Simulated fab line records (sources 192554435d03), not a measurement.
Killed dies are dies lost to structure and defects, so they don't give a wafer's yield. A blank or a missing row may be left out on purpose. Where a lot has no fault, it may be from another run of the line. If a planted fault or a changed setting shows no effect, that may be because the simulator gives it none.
fab line records	flow n5_finfet
[record] lots = 7	wafers = 39
route steps=1938 shown DUMMY_GATE@221 SD_EPI_N@288 SD_ACTIVATION@330 BEOL_M2@903 BEOL_M3@1018 BEOL_M7@1263 BEOL_M9@1419
start_h: hours from the record's first day to the start of the lot's first wafer shown	wait_h: how many hours have passed since the lot's step before this one	" the same as in the row above	L1.1+2: one row covering several wafers at once	- no value present, or no start provided	* or withheld: withheld	< > ~ a bound
route shown NAME@n: a module of which the file shows steps, and the number in the route of the first	usual: mean/standard deviation of fault-free wafers	same: alike in all rows	chamber/n: place in a boat	sites: per-site readings	_std_site: the standard deviation of these	_edge_site: mean of outer sites minus mean of inner sites	radius_mm: for every site, how far away it sits from the centre of the wafer	mask NAME#n: copy n	behind: the last tool/chamber to shape the wafer	hold: the reason the lot was held/the length of the hold in hours/how it ended	device: which transistor (n, p or np) failed to switch	end of line: the same wafers' tests at the end of the route	a step with no rows: only its recipe	killed: at the first sort, the dies lost to defects and structure; wafer yield is something else	map: shows each die of a wafer: x if killed, . if not, _ if none is there
set.NAME: the setting that was run; set.NAME@STEP: the one run at that earlier step	model.NAME: the simulator's own value behind a step, which no gauge read
lots with deliberately changed settings; one table per step, one row per wafer
[[steps]]
[step N5_DUMMY_GATE_PECVD_30]
[recipe] material = SiO2	target_thk_a = 550	temp_c = 400	precursor = TEOS/O2	pressure_torr = 6.5	rf_w = withheld	teos_flow_sccm = withheld	gas = O2	flow_sccm = 2650	time_s = 10.8
lot.wafer	tool	chamber	start_h	wait_h	set.time_s	model.SiO2_of_DUMMY_GATE_PECVD_30.thk_nm
L075.1	pecvd-03	2	51.29	0.0	4.63	24.4
L075.2	"	1	"	"	10.8	54.6
L075.3	"	0	"	"	4.63	24.6
L075.4	"	0	"	"	10.8	55.6
L075.5	"	2	"	"	4.63	24.2
L075.6	"	1	"	"	10.8	55.8
L077.1	pecvd-04	2	63.09	0.0	10.8	55.8
L077.2	"	0	"	"	10.8	55.6
L077.3	"	1	"	"	8.504	44.8
L077.4	"	1	"	"	10.8	55.4
L077.5	"	0	"	"	8.504	45.2
L077.6	"	2	"	"	8.504	46.2
L079.1	pecvd-01	2	78.65	0.0	9.148	46.2
L079.2	"	1	"	"	10.8	54.2
L079.3	"	0	"	"	10.8	53.8
L079.4	"	0	"	"	10.8	54.8
L079.5	"	2	"	"	9.148	47.4
L079.6	"	1	"	"	9.148	46.6
L082.1+3+4+6	pecvd-03	0,1,1,0	94.08	0.0	10.8	55.6
L082.2	"	2	"	"	10.8	54.4
L082.5	"	2	"	"	10.8	55
L084.1	pecvd-01	2	109.84	0.0	10.8	53.8
L084.2	"	1	"	"	10.8	54.8
L084.5	"	2	"	"	10.8	55
L091.1	pecvd-04	2	149.35	0.0	10.8	55.8
L091.2	"	0	"	"	10.8	54.6
L091.3	"	1	"	"	13.69	68.2
L091.4	"	1	"	"	13.69	69.6
L091.5	"	2	"	"	13.69	70.8
L091.6	"	0	"	"	10.8	56
L094.1+2	pecvd-01	0,1	168.29	0.0	6.85	35.8
L094.3	"	2	"	"	10.8	54.4
L094.4	"	1	"	"	10.8	55.6
L094.5	"	2	"	"	10.8	55.2
L094.6	"	0	"	"	6.85	36.6
[step N5_SD_EPI_N_EPI_21]
[recipe] material = Si:P	dopant = P	temp_c = 680	pressure_torr = 255	time_s = 690
lot.wafer	tool	chamber	start_h	wait_h	set.epi_growth_time_s	model.Si-P_of_SD_EPI_N_EPI_21.thk_nm
L075.1+3+5	epi_rpcvd-01	0	57.64	0.1	690	59.2
L075.2+4	"	0	"	"	690	59
L075.6	"	0	59.04	1.4	690	59.4
L077.1	epi_rpcvd-03	0	67.51	0.1	690	59.6
L077.2	"	0	"	"	690	60
L077.3	"	0	"	"	690	60.2
L077.4+5	"	0	"	"	690	59.4
L077.6	"	0	"	"	690	60.4
L079.1	epi_rpcvd-02	0	84.67	0.2	690	60.2
L079.2	"	0	"	"	954.4	75.8
L079.3	"	0	"	"	690	60.4
L079.4	"	0	"	"	954.4	76.6
L079.5	"	0	"	"	690	60
L079.6	"	0	"	"	954.4	74.6
L082.1	epi_rpcvd-01	0	102.67	0.1	690	59
L082.2	"	0	"	"	690	59.4
L082.3+6	"	0	"	"	1091	81.4
L082.4	"	0	"	"	1091	82.6
L082.5	"	0	"	"	690	59.2
L084.1+5	epi_rpcvd-03	0	115.16	0.1	690	58
L084.2	"	0	"	"	690	58.6
L091.1	epi_rpcvd-01	0	153.64	0.1	937.1	74
L091.2	"	0	"	"	690	59.4
L091.3	"	0	"	"	937.1	72.6
L091.4	"	0	"	"	937.1	72.2
L091.5	"	0	"	"	690	58.2
L091.6	"	0	"	"	690	58.6
L094.1+5	epi_rpcvd-03	0	172.76	0.2	890.4	71.6
L094.2	"	0	"	"	890.4	71
L094.3	"	0	"	"	690	60.4
L094.4+6	"	0	"	"	690	60
[step N5_SD_EPI_N_EPI_MEAS_23]
[recipe] mode = xrd
[usual] thk_nm = 59.2/1.2
lot.wafer	tool	chamber	start_h	wait_h	set.epi_growth_time_s@SD_EPI_N_EPI_21	thk_nm
L075.1	film_metro-02	-	59.37	1.5	690	60.3
L075.2	"	-	"	"	690	60.3
L075.3	"	-	"	"	690	58.4
L075.4	"	-	"	"	690	58.9
L075.5	"	-	"	"	690	60.0
L075.6	"	-	"	"	690	58.3
L077.1	film_metro-02	-	69.24	1.5	690	58.0
L077.2	"	-	"	"	690	60.0
L077.3	"	-	"	"	690	62.0
L077.4	"	-	"	"	690	59.4
L077.5	"	-	"	"	690	60.0
L077.6	"	-	"	"	690	60.9
L079.1	film_metro-02	-	86.95	1.9	690	61.7
L079.2	"	-	"	"	954.4	75.2
L079.3	"	-	"	"	690	59.4
L079.4	"	-	"	"	954.4	76.5
L079.5	"	-	"	"	690	60.8
L079.6	"	-	"	"	954.4	75.9
L082.1	film_metro-01	-	104.40	1.5	690	58.4
L082.2	"	-	"	"	690	58.5
L082.3	"	-	"	"	1091	81.2
L082.4	"	-	"	"	1091	81.7
L082.5	"	-	"	"	690	59.7
L082.6	"	-	"	"	1091	81.4
L084.1	film_metro-01	-	116.87	1.4	690	56.5
L084.2	"	-	"	"	690	56.4
L084.5	"	-	"	"	690	58.0
L091.1	film_metro-02	-	155.36	1.4	937.1	73.0
L091.2	"	-	"	"	690	58.6
L091.3	"	-	"	"	937.1	71.9
L091.4	"	-	"	"	937.1	73.5
L091.5	"	-	"	"	690	58.6
L091.6	"	-	"	"	690	58.5
L094.1	film_metro-01	-	175.04	1.9	890.4	73.9
L094.2	"	-	"	"	890.4	71.8
L094.3	"	-	"	"	690	59.9
L094.4	"	-	"	"	690	59.9
L094.5	"	-	"	"	890.4	72.3
L094.6	"	-	"	"	690	60.9
[step N5_SD_EPI_N_PRECLEAN_24]
[recipe] chemistry = O3/DIW	time_s = 60	temp_c = 22	o3_ppm = 10
[step N5_SD_EPI_N_SRD_25]
[recipe] time_s = 30	temp_c = 23	rinse_liquid = diw	dry = ipa_marangoni
[step N5_SD_ACTIVATION_RTA_00]
[recipe] temp_c = 975	time_s = 0	ambient = N2	idle_temp_c = 600	ramp_up_c_per_s = 150	ramp_down_c_per_s = 60	cool_to_c = 600
[step N5_SD_ACTIVATION_LSA_01]
[recipe] temp_c = 1080	time_s = 0.0008	ambient = N2
[step N5_SD_ACTIVATION_RS_MEAS_03]
[recipe] thk_meas_gauge = four-point-probe
[usual] RS_SD_N = 21.82/0.29	RS_SD_P = 56.1/0.88
lot.wafer	tool	chamber	start_h	wait_h	set.epi_growth_time_s@SD_EPI_N_EPI_21	RS_SD_N[ohm/sq]	RS_SD_P[ohm/sq]
L075.1	film_metro-02	-	65.02	0.2	690	21.83	56.8
L075.2	"	-	"	"	690	21.96	56.4
L075.3	"	-	"	"	690	21.64	56.5
L075.4	"	-	"	"	690	22.07	56.7
L075.5	"	-	"	"	690	21.80	55.9
L075.6	"	-	"	"	690	21.69	56.9
L077.1	film_metro-02	-	75.33	0.2	690	21.71	55.7
L077.2	"	-	"	"	690	21.37	55.6
L077.3	"	-	"	"	690	21.55	56.3
L077.4	"	-	"	"	690	21.52	55.8
L077.5	"	-	"	"	690	21.69	55.9
L077.6	"	-	"	"	690	21.54	56.6
L079.1	film_metro-01	-	92.89	0.2	690	21.61	55.8
L079.2	"	-	"	"	954.4	17.08	55.4
L079.3	"	-	"	"	690	21.54	55.4
L079.4	"	-	"	"	954.4	17.05	55.5
L079.5	"	-	"	"	690	21.63	55.7
L079.6	"	-	"	"	954.4	17.50	55.8
L082.1	film_metro-02	-	110.38	0.2	690	22.14	56.1
L082.2	"	-	"	"	690	21.75	56.4
L082.3	"	-	"	"	1091	15.84	56.4
L082.4	"	-	"	"	1091	15.56	56.1
L082.5	"	-	"	"	690	22.02	55.4
L082.6	"	-	"	"	1091	15.91	56.3
L084.1	film_metro-01	-	121.96	0.2	690	22.55	54.6
L084.2	"	-	"	"	690	22.11	55.3
L084.5	"	-	"	"	690	22.50	55.2
L091.1	film_metro-01	-	160.63	0.2	937.1	17.54	54.9
L091.2	"	-	"	"	690	21.73	54.6
L091.3	"	-	"	"	937.1	17.76	55.1
L091.4	"	-	"	"	937.1	17.91	54.8
L091.5	"	-	"	"	690	22.20	55.7
L091.6	"	-	"	"	690	22.17	55.8
L094.1	film_metro-01	-	180.12	0.2	890.4	18.17	55.5
L094.2	"	-	"	"	890.4	18.22	55.0
L094.3	"	-	"	"	690	21.37	55.1
L094.4	"	-	"	"	690	21.67	55.9
L094.5	"	-	"	"	890.4	18.21	55.3
L094.6	"	-	"	"	690	21.58	56.4
[step N5_BEOL_M2_CVD_47]
[recipe] material = Co	target_thk_a = 30	temp_c = withheld	precursor = CCTBA/H2	pressure_torr = 30	time_s = 223.8
lot.wafer	tool	chamber	start_h	wait_h	set.target_thk_a	model.Co_of_BEOL_M2_CVD_47.thk_nm
L075.1+4+5+6	cvd_co-01	2,1,2,0	145.68	0.3	30	3
L075.2	"	0	"	"	30	3.2
L075.3	"	1	"	"	30	2.8
L077.1+2+3+4+5+6	cvd_co-01	2,0,2,0,0,2	159.84	0.0	30	3
L079.1+5	cvd_co-01	2,1	176.59	0.1	21.56	2
L079.2	"	0	"	"	21.56	2.2
L079.3	"	1	"	"	30	2.8
L079.4+6	"	0,2	"	"	30	3
L082.1	cvd_co-01	0	192.61	0.1	30	3
L082.2+3	"	1,2	"	"	30	2.8
L082.4+6	"	1,2	"	"	25.18	2.4
L082.5	"	0	"	"	25.18	2.6
L084.1	cvd_co-02	1	204.42	0.3	30	3
L084.2+5	"	2,0	"	"	30	2.8
L091.1	cvd_co-02	1	238.53	0.0	21.27	2.2
L091.2	"	0	"	"	30	2.8
L091.3+6	"	2,0	"	"	21.27	2
L091.4+5	"	1,2	"	"	30	3
L094.1+3+6	cvd_co-01	0,1,2	270.01	0.3	30	3
L094.2+4+5	"	2,0,1	"	"	30	2.8
[step N5_BEOL_M3_DEP_57]
[recipe] material = SiCN	target_thk_a = 80	temp_c = withheld	precursor = 3MS/NH3	pressure_torr = 3	rf_w = 202	time_s = 14
lot.wafer	tool	chamber	start_h	wait_h	set.target_thk_a	model.SiCN_of_BEOL_M3_DEP_57.thk_nm
L075.1	pecvd-04	1	159.71	0.0	80	8.2
L075.2+3	"	2,0	"	"	118.7	11.8
L075.4	"	0	"	"	118.7	12
L075.5	"	1	"	"	80	8.4
L075.6	"	2	"	"	80	8
L077.1+5+6	pecvd-04	0,0,1	172.35	0.0	80	8
L077.2	"	1	"	"	80	8.2
L077.3	"	2	"	"	80	7.6
L077.4	"	2	"	"	80	7.8
L079.1+4	pecvd-04	0,2	192.87	0.0	55.74	5.4
L079.2	"	2	"	"	80	7.6
L079.3	"	1	"	"	55.74	5.6
L079.5	"	1	"	"	80	8
L079.6	"	0	"	"	80	7.8
L082.1+2+3+6	pecvd-01	1,2,0,2	211.20	0.0	80	7.8
L082.4+5	"	0,1	"	"	80	8
L084.1+5	pecvd-04	1,0	222.48	0.0	80	8
L084.2	"	0	"	"	80	7.8
L091.1+2+3	pecvd-03	2,1,0	257.97	0.0	80	8
L091.4+5+6	"	1,2,0	"	"	80	8.2
L094.1+4	pecvd-04	1,2	289.00	0.0	42.51	4.2
L094.2	"	2	"	"	80	7.8
L094.3	"	0	"	"	80	8
L094.5	"	1	"	"	42.51	4.4
L094.6	"	0	"	"	80	8.2
[step N5_BEOL_M7_ILD_DEP_00]
[recipe] material = SiCOH_lowk	target_thk_a = 1797.5	temp_c = 300	precursor = DEMS/porogen	pressure_torr = 5	rf_w = 500	time_s = 33.4
lot.wafer	tool	chamber	start_h	wait_h	set.time_s	model.SiCOH_lowk_of_BEOL_M7_ILD_DEP_00.thk_nm
L075.1	pecvd-01	0	194.22	0.0	33.4	176.8
L075.2	"	1	"	"	49.25	257.4
L075.3	"	2	"	"	49.25	257.6
L075.4	"	0	"	"	33.4	181.4
L075.5	"	1	"	"	33.4	178.2
L075.6	"	2	"	"	49.25	260.4
L077.1	pecvd-03	1	209.04	0.0	33.4	180.8
L077.2	"	2	"	"	51.61	272.2
L077.3	"	0	"	"	33.4	179.6
L077.4	"	0	"	"	51.61	279
L077.5	"	1	"	"	51.61	277.2
L077.6	"	2	"	"	33.4	184.2
L079.1	pecvd-01	2	225.34	0.0	33.4	179.6
L079.2	"	0	"	"	33.4	180.2
L079.3	"	1	"	"	33.4	179.8
L079.4	"	0	"	"	33.4	181.8
L079.5	"	2	"	"	33.4	182.2
L079.6	"	1	"	"	33.4	182
L082.1	pecvd-01	0	239.19	0.0	19.81	105.6
L082.2	"	1	"	"	19.81	106.4
L082.3	"	2	"	"	33.4	174.2
L082.4	"	0	"	"	33.4	177.8
L082.5	"	2	"	"	33.4	180
L082.6	"	1	"	"	19.81	107.4
L084.1	pecvd-03	0	260.11	0.0	33.4	178.2
L084.2	"	2	"	"	33.4	180
L084.5	"	0	"	"	33.4	182.2
L091.1	pecvd-01	1	291.53	0.0	42.83	226.2
L091.2	"	2	"	"	42.83	226.6
L091.3	"	0	"	"	33.4	178.8
L091.4	"	1	"	"	33.4	182.8
L091.5	"	2	"	"	42.83	230
L091.6	"	0	"	"	33.4	180.2
L094.1	pecvd-03	2	324.25	0.0	33.4	176
L094.2	"	0	"	"	18.82	101.2
L094.3	"	2	"	"	33.4	180.2
L094.4	"	0	"	"	18.82	104.2
L094.5	"	0	"	"	18.82	104.4
L094.6	"	2	"	"	33.4	180.4
[step N5_BEOL_M7_CURE_74]
[recipe] temp_c = 385	time_s = 240	ambient = He/Ar	material = SiCOH_lowk
lot.wafer	tool	chamber	start_h	wait_h	set.time_s@BEOL_M7_ILD_DEP_00	model.SiCOH_lowk_of_BEOL_M7_ILD_DEP_00.thk_nm
L075.1	uv_cure-02	0	194.28	0.0	33.4	152.4
L075.2	"	0	"	"	49.25	223
L075.3	"	0	"	"	49.25	223.2
L075.4	"	0	"	"	33.4	156.4
L075.5	"	0	"	"	33.4	153.6
L075.6	"	0	"	"	49.25	225.6
L077.1	uv_cure-02	1	209.11	0.0	33.4	155.8
L077.2	"	1	"	"	51.61	236
L077.3	"	1	"	"	33.4	155
L077.4	"	1	"	"	51.61	242
L077.5	"	1	"	"	51.61	240.4
L077.6	"	1	"	"	33.4	158.8
L079.1+3	uv_cure-01	1	225.40	0.0	33.4	155
L079.2	"	1	"	"	33.4	155.4
L079.4	"	1	"	"	33.4	156.8
L079.5	"	1	"	"	33.4	157.2
L079.6	"	1	"	"	33.4	157
L082.1	uv_cure-02	1	239.65	0.4	19.81	90.6
L082.2	"	1	"	"	19.81	91.4
L082.3	"	1	"	"	33.4	150.2
L082.4	"	1	"	"	33.4	153.2
L082.5	"	1	"	"	33.4	155.2
L082.6	"	1	"	"	19.81	92.4
L084.1	uv_cure-02	1	260.17	0.0	33.4	153.8
L084.2	"	1	"	"	33.4	155.2
L084.5	"	1	"	"	33.4	157.2
L091.1	uv_cure-01	1	291.59	0.0	42.83	195.6
L091.2	"	1	"	"	42.83	196
L091.3	"	1	"	"	33.4	154.2
L091.4	"	1	"	"	33.4	157.6
L091.5	"	1	"	"	42.83	199
L091.6	"	1	"	"	33.4	155.4
L094.1	uv_cure-03	0	324.34	0.1	33.4	151.8
L094.2	"	0	"	"	18.82	87
L094.3	"	0	"	"	33.4	155.4
L094.4	"	0	"	"	18.82	89.4
L094.5	"	0	"	"	18.82	89.6
L094.6	"	0	"	"	33.4	155.6
[step N5_BEOL_M7_THK_MEAS_01]
[recipe] reads = SiCOH_lowk_of_BEOL_M7_ILD_DEP_00
[usual] M7_ILD_THK = 155.6/2
lot.wafer	tool	chamber	start_h	wait_h	set.time_s@BEOL_M7_ILD_DEP_00	M7_ILD_THK[nm]
L075.1	film_metro-02	-	194.79	0.4	33.4	152.4
L075.2	"	-	"	"	49.25	223.1
L075.3	"	-	"	"	49.25	222.9
L075.4	"	-	"	"	33.4	156.4
L075.5	"	-	"	"	33.4	153.6
L075.6	"	-	"	"	49.25	225.7
L077.1	film_metro-02	-	209.62	0.4	33.4	156.0
L077.2	"	-	"	"	51.61	235.8
L077.3	"	-	"	"	33.4	154.9
L077.4	"	-	"	"	51.61	242.1
L077.5	"	-	"	"	51.61	240.4
L077.6	"	-	"	"	33.4	158.9
L079.1	film_metro-01	-	225.91	0.4	33.4	154.9
L079.2	"	-	"	"	33.4	155.4
L079.3	"	-	"	"	33.4	155.1
L079.4	"	-	"	"	33.4	156.8
L079.5	"	-	"	"	33.4	157.2
L079.6	"	-	"	"	33.4	157.1
L082.1	film_metro-01	-	240.17	0.4	19.81	90.7
L082.2	"	-	"	"	19.81	91.5
L082.3	"	-	"	"	33.4	150.1
L082.4	"	-	"	"	33.4	153.3
L082.5	"	-	"	"	33.4	155.3
L082.6	"	-	"	"	19.81	92.3
L084.1	film_metro-02	-	261.17	0.8	33.4	153.6
L084.2	"	-	"	"	33.4	155.3
L084.5	"	-	"	"	33.4	157.0
L091.1	film_metro-01	-	292.10	0.4	42.83	195.7
L091.2	"	-	"	"	42.83	195.9
L091.3	"	-	"	"	33.4	154.2
L091.4	"	-	"	"	33.4	157.5
L091.5	"	-	"	"	42.83	199.2
L091.6	"	-	"	"	33.4	155.6
L094.1	film_metro-01	-	324.85	0.4	33.4	151.7
L094.2	"	-	"	"	18.82	86.9
L094.3	"	-	"	"	33.4	155.3
L094.4	"	-	"	"	18.82	89.3
L094.5	"	-	"	"	18.82	89.6
L094.6	"	-	"	"	33.4	155.8
[step N5_BEOL_M9_ETCH_62]
[recipe] chemistry = N2/H2	target = SOC	target_depth_a = 1100	overetch_a = 220	mask_material = SiARC	temp_c = 40	time_s = 165	ion_energy_ev = 200	pressure_mtorr = 30	source_w = 840	bias_w = 150	n2_flow_sccm = 200	h2_flow_sccm = 200
lot.wafer	tool	chamber	start_h	wait_h	set.time_s	model.SiARC_of_BEOL_M9_COAT_60.thk_nm
L075.1	rie_diel-01	0	212.56	0.0	165	23.4
L075.2+5	"	3	"	"	135.6	24.6
L075.3	"	2	"	"	135.6	24.4
L075.4	"	1	"	"	165	23.6
L075.6	"	2	"	"	165	23.2
L077.1+5	rie_diel-01	1	229.49	0.0	165	23.8
L077.2+4+6	"	3,2,2	"	"	165	23.4
L077.3	"	0	"	"	165	23.6
L079.1+3	rie_diel-02	1,0	245.75	0.0	165	23.4
L079.2+4	"	2,3	"	"	89.3	26.6
L079.5	"	0	"	"	89.3	26.4
L079.6	"	3	"	"	165	23.6
L082.1+2	rie_diel-02	2,1	265.14	0.0	165	23.4
L082.3+6	"	3	"	"	165	23.6
L082.4+5	"	0	"	"	165	23.2
L084.1+2	rie_diel-05	3,1	282.32	0.0	165	23.4
L084.5	"	0	"	"	165	23
L091.1	rie_diel-02	1	309.55	0.0	255.6	20.2
L091.2	"	3	"	"	255.6	20.6
L091.3+4	"	0,2	"	"	165	23.6
L091.5	"	3	"	"	165	23.8
L091.6	"	0	"	"	255.6	20
L094.1	rie_diel-05	2	341.03	0.0	200.7	22.4
L094.2	"	1	"	"	165	23.6
L094.3	"	3	"	"	200.7	22
L094.4	"	0	"	"	165	23
L094.5	"	0	"	"	200.7	21.6
L094.6	"	3	"	"	165	23.4
[step N5_BEOL_M9_STRIP_68]
[recipe] chemistry = N2/H2	temp_c = 40	n2_flow_sccm = 200	h2_flow_sccm = 200	rf_frequency_hz = 6e+07
[step N5_BEOL_M9_STRIP_67]
[recipe] chemistry = CF4	resist = SiARC	power_w = 300	bias_power_w = 75	pressure_mtorr = 50	cf4_flow_sccm = 150	rf_frequency_hz = 6e+07
[step N5_BEOL_M9_HM_OPEN_17]
[recipe] chemistry = Cl2/BCl3	target_depth_a = 200	overetch_a = 60	target = TiN	mask_material = SOC	ion_energy_ev = 150	pressure_mtorr = 10	icp_w = 1000	bias_w = 126	Cl2_flow_sccm = 53.25	bcl3_flow_sccm = 21.75	Ar_flow_sccm = 25
lot.wafer	tool	chamber	start_h	wait_h	set.time_s@BEOL_M9_ETCH_62	model.etch.depth_nm
L075.1	rie_metal-03	0	212.75	0.0	165	19.95
L075.2	"	1	"	"	135.6	19.97
L075.3	"	1	"	"	135.6	19.85
L075.4	"	0	"	"	165	20.02
L075.5	"	0	"	"	135.6	19.9
L075.6	"	1	"	"	165	19.94
L077.1	rie_metal-03	0	229.67	0.0	165	20.54
L077.2	"	1	"	"	165	20.5
L077.3	"	0	"	"	165	20.62
L077.4	"	1	"	"	165	20.64
L077.5	"	0	"	"	165	20.57
L077.6	"	1	"	"	165	20.65
L079.1	rie_metal-02	0	245.94	0.0	165	19.95
L079.2	"	1	"	"	89.3	19.76
L079.3	"	0	"	"	165	19.78
L079.4	"	1	"	"	89.3	19.55
L079.5	"	1	"	"	89.3	19.77
L079.6	"	0	"	"	165	19.74
L082.1	rie_metal-02	1	265.33	0.0	165	20.22
L082.2	"	0	"	"	165	19.96
L082.3	"	0	"	"	165	19.95
L082.4	"	1	"	"	165	20.11
L082.5	"	1	"	"	165	19.94
L082.6	"	0	"	"	165	20.23
L084.1	rie_metal-03	1	282.50	0.0	165	19.81
L084.2	"	0	"	"	165	20
L084.5	"	0	"	"	165	20.22
L091.1	rie_metal-03	0	309.74	0.0	255.6	11.29
L091.2	"	1	"	"	255.6	11.85
L091.3	"	1	"	"	165	19.94
L091.4	"	0	"	"	165	20.38
L091.5	"	0	"	"	165	20.29
L091.6	"	1	"	"	255.6	11.14
L094.1	rie_metal-01	0	341.21	0.0	200.7	16.68
L094.2	"	1	"	"	165	19.9
L094.3	"	0	"	"	200.7	16.33
L094.4	"	1	"	"	165	20.03
L094.5	"	0	"	"	200.7	16.56
L094.6	"	1	"	"	165	19.87
[[key]]
[split] step = N5_DUMMY_GATE_PECVD_30	setting = time_s	stated = 10.8	by = wafer
[response] step = N5_DUMMY_GATE_PECVD_30	reading = model.SiO2_of_DUMMY_GATE_PECVD_30.thk_nm	change = +0.528	per = 1%	r = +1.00
[split] step = N5_SD_EPI_N_EPI_21	setting = epi_growth_time_s	stated = 690	by = wafer
[response] step = N5_SD_EPI_N_EPI_21	reading = model.Si-P_of_SD_EPI_N_EPI_21.thk_nm	change = +0.393	per = 1%	r = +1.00
[response] step = N5_SD_EPI_N_EPI_MEAS_23	reading = thk_nm	change = *	per = 1%	r = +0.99
[response] step = N5_SD_ACTIVATION_RS_MEAS_03	reading = RS_SD_N	change = -0.112	per = 1%	r = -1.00
[split] step = N5_BEOL_M2_CVD_47	setting = target_thk_a	stated = 30	by = wafer
[response] step = N5_BEOL_M2_CVD_47	reading = model.Co_of_BEOL_M2_CVD_47.thk_nm	change = +0.0295	per = 1%	r = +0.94
[split] step = N5_BEOL_M3_DEP_57	setting = target_thk_a	stated = 80	by = wafer
[response] step = N5_BEOL_M3_DEP_57	reading = model.SiCN_of_BEOL_M3_DEP_57.thk_nm	change = +0.0775	per = 1%	r = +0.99
[split] step = N5_BEOL_M7_ILD_DEP_00	setting = time_s	stated = 33.4	by = wafer
[response] step = N5_BEOL_M7_ILD_DEP_00	reading = model.SiCOH_lowk_of_BEOL_M7_ILD_DEP_00.thk_nm	change = +1.72	per = 1%	r = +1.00
[response] step = N5_BEOL_M7_CURE_74	reading = model.SiCOH_lowk_of_BEOL_M7_ILD_DEP_00.thk_nm	change = +1.5	per = 1%	r = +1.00
[response] step = N5_BEOL_M7_THK_MEAS_01	reading = M7_ILD_THK	change = +1.5	per = 1%	r = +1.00
[split] step = N5_BEOL_M9_ETCH_62	setting = time_s	stated = 165	by = wafer
[response] step = N5_BEOL_M9_ETCH_62	reading = model.SiARC_of_BEOL_M9_COAT_60.thk_nm	change = -0.0637	per = 1%	r = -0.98
[response] step = N5_BEOL_M9_HM_OPEN_17	reading = model.etch.depth_nm	shape = bent	at_lowest = 19.7	at_stated = 20.14	at_highest = 11.43
